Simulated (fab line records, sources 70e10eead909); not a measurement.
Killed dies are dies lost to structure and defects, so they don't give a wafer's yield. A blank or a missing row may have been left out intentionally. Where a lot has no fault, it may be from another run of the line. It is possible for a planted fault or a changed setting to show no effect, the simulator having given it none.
Chamber matching ; flow nand-harc ; cmp-02 running NHARC_A_BLC_CMP_25: 4 sister chambers
The step polishes, t overpolish 30 s, target thk 150 nm. 8 wafers are shown with their chamber, then 8 later ones without.

WAFERS PAIRED WITH THEIR CHAMBERS
wafer;chamber;motor-current-A (A);time-to-endpoint-s (s)
L547.1;1;11.5;33.1
L550.2;3;13.5;32.0
L554.2;3;14.1;34.7
L554.5;0;11.9;30.8
L559.1;2;11.6;34.2
L559.4;1;13.1;35.9
L559.6;0;11.9;33.1
L558.3;2;11.7;32.7

WAFERS WHOSE CHAMBER IS MISSING
wafer;motor-current-A (A);time-to-endpoint-s (s)
L558.4;13.5;32.0
L558.5;12.4;30.5
L567.1;12.3;36.2
L567.2;11.8;30.8
L567.4;14.5;35.2
L569.2;11.5;33.3
L569.3;11.9;33.9
L569.4;12.3;32.4

EACH ONE'S CHAMBER
wafer;from the rows above;in truth
L558.4;can't be placed: 3 or 1 or 0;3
L558.5;can't be placed: 0 or 2 or 1 or 3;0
L567.1;can't be placed: 1 or 2 or 0 or 3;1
L567.2;can't be placed: 0 or 2 or 1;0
L567.4;3;3
L569.2;can't be placed: 2 or 0 or 1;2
L569.3;can't be placed: 2 or 1 or 0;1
L569.4;can't be placed: 0 or 2 or 1 or 3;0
Placed correctly: 1 of 8. Unplaceable from these rows: 7, with the true chamber sitting among the candidates in 7. Wrongly placed: 0.
How it was worked out, from the rows above alone: a wafer's distance from a chamber is the root of the sum, over the readings, of the square of ((its reading less the chamber's mean) divided by the reading's scatter). If the next closest chamber is less than 2 further off than the closest, the wafer can't be placed; otherwise it belongs to the closest. The mean given for a chamber averages the wafers shown for that chamber. The scatter: the root of (the sum of the squares of (reading less its chamber's mean) over the shown wafers, divided by (wafers less chambers)).
